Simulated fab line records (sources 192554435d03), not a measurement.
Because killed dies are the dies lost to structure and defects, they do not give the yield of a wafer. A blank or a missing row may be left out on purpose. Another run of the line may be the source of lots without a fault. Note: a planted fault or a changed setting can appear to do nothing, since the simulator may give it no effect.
Struck lot and sound lot, side by side | flow n5 finfet | 16 out of 1938 route steps
Sound: these wafers, L672.1, L672.2, L672.4. Struck: wafer L680.6. (L680.4 of the same lot was not struck and is left out.) The cause comes at the end.
At each step with rows: each side's tool, then ch and its chambers, then its first start. Under that, the readings that differ: sound wafers | struck wafers | difference of the means | sigmas: that difference in standard deviations of wafers without a fault.
alike: readings whose means differ by less than 2 such deviations, and words and numbers that are the same on both sides. not compared: withheld readings, readings that some wafer has no value for, bounds like >300 that may hide the same value, and numbers for which the record gives no deviation and whose values overlap.
The two part at a step that has a row with sigmas, a row that says differs or no value, or rows on one side only. Numbers that don't overlap but have no deviation are shown without sigmas and don't part them. Lack of a reading on every wafer of one side parts them only where that side has two or more wafers.

first, 9 steps without rows for these wafers: N5_BEOL_M0_SAQP_COAT_69 (time 60 s, resist thk 90 nm); N5_BEOL_M0_SAQP_COAT_72 (time 60 s, resist thk 15 nm); N5_BEOL_M0_SAQP_COAT_87 (time 60 s, resist thk 5 nm); N5_BEOL_M0_SAQP_COAT_34 (resist thk 30 nm); N5_BEOL_M0_SAQP_EBR_36; N5_BEOL_M0_SAQP_SOFTBAKE_35 (time 60 s); N5_BEOL_M0_SAQP_EXPOSE_37 (exposes mask M0 CUT1, target cd 30 nm); N5_BEOL_M0_SAQP_PEB_38 (peb time 60 s); N5_BEOL_M0_SAQP_DEVELOP_39 (develop time 30 s).
N5_BEOL_M0_SAQP_CD_MEAS_40: target cd 30 nm.
  sound on cd sem-02 ch 0, day 7 14:41; struck on cd sem-01 ch 0, day 9 07:10
  alike: cd nm
N5_BEOL_M0_SAQP_OVL_MEAS_41:
  sound on overlay-01 ch 0, day 7 14:43; struck on overlay-02 ch 0, day 9 07:13
  alike: M0_CUT1_OVL
N5_BEOL_M0_SAQP_INSPECT_42: inspects for defects (brightfield).
  sound on defect inspect-01 at day 7 14:46; struck on defect inspect-01 at day 9 07:15
  alike: raw defect count
N5_BEOL_M0_SAQP_DESCUM_45: chemistry O2, time 7 s.
  sound on rie diel-02 ch 0,1,2, day 7 15:02; struck on rie diel-06 ch 0, day 9 07:17
  reading                                           | sound    | struck | difference | sigmas
  model.CAR-EUV_of_BEOL_M0_SAQP_COAT_34.thk nm (nm) | 26 26 26 | 25.4   | -0.6       |
  alike: chamber pressure mTorr, drypump motor current A, oes product au, rf fwd power W, rf vpp V, showerhead plenum p Torr, throttle valve pct
  not compared: rf hours counter h
N5_BEOL_M0_SAQP_ETCH_88: etches underlayer in N2/H2, target depth 6.5 nm, time 5.2 s.
  sound on rie diel-02 ch 0,1,2, day 7 15:05; struck on rie diel-06 ch 0, day 9 07:19
  reading                        | sound             | struck | difference | sigmas
  chamber pressure mTorr (mTorr) | 30.10 30.00 30.06 | 29.95  | -0.10      | -3
  h2 flow sccm (sccm)            | 199.3 201.3 199.3 | 201.5  | +1.5       | +3
  alike: drypump motor current A, etch rf on time s, oes product au, rf fwd power W, rf vpp V, showerhead plenum p Torr, throttle valve pct
  not compared: rf hours counter h
-- record jumps: 6 days separate the struck wafers' starts on either side; left off in module BEOL_M0_SAQP, taken up again in module BEOL_M4, whose first shown step is the route's number 1111 --
N5_BEOL_M4_RC_MEAS_101:
  sound on prober-02 ch 0, day 13 22:44; struck on prober-01 ch 0, day 15 09:10
  reading       | sound          | struck | difference | sigmas
  SS_N (mV/dec) | 73.6 71.7 72.8 | 70.6   | -2.1       | -3
  SS_P (mV/dec) | 75.0 74.3 74.8 | 72.9   | -1.8       | -2
  alike: DIBL_N, DIBL_P, IOFF_N, IOFF_P, ION_N, ION_P, VT_N, VT_P
-- here the record skips 5 days between the struck wafers' starts before and after, leaving off in module BEOL_M4 and picking up in module PASSIVATION (first step shown: number 1936 of the route) --
N5_PASSIVATION_PROBE_49:
  sound on prober-02 at day 18 22:13; struck on prober-02 at day 20 11:51
  reading                  | sound          | struck | difference | sigmas
  defect limited yield (%) | 89.3 89.4 88.5 | 93.2   | +4.1       | +3
  killed_at_M0_to_M3       | 39 53 53       | 19     | -29        | -3
  killed dies              | 126 125 136    | 80     | -49        | -3
  killed open              | 88 78 96       | 47     | -40        | -3
  sort_bin_5_function (%)  | 6.4 6.5 7.3    | 3.5    | -3.2       | -3
  sort n pass              | 1051 1055 1044 | 1100   | +50        | +2
  sort yield pct (%)       | 89.1 89.4 88.5 | 93.2   | +4.2       | +2
  alike: killed_at_M4_up, killed at contacts, killed at front end, killed at other, killed short, sort_bin_4_leakage, sort_bin_6_memory

== WHERE THEY PART ==
Last at N5_PASSIVATION_PROBE_49 as far as this record goes, first at N5_BEOL_M0_SAQP_ETCH_88.

WHY: what had been put in by the simulator
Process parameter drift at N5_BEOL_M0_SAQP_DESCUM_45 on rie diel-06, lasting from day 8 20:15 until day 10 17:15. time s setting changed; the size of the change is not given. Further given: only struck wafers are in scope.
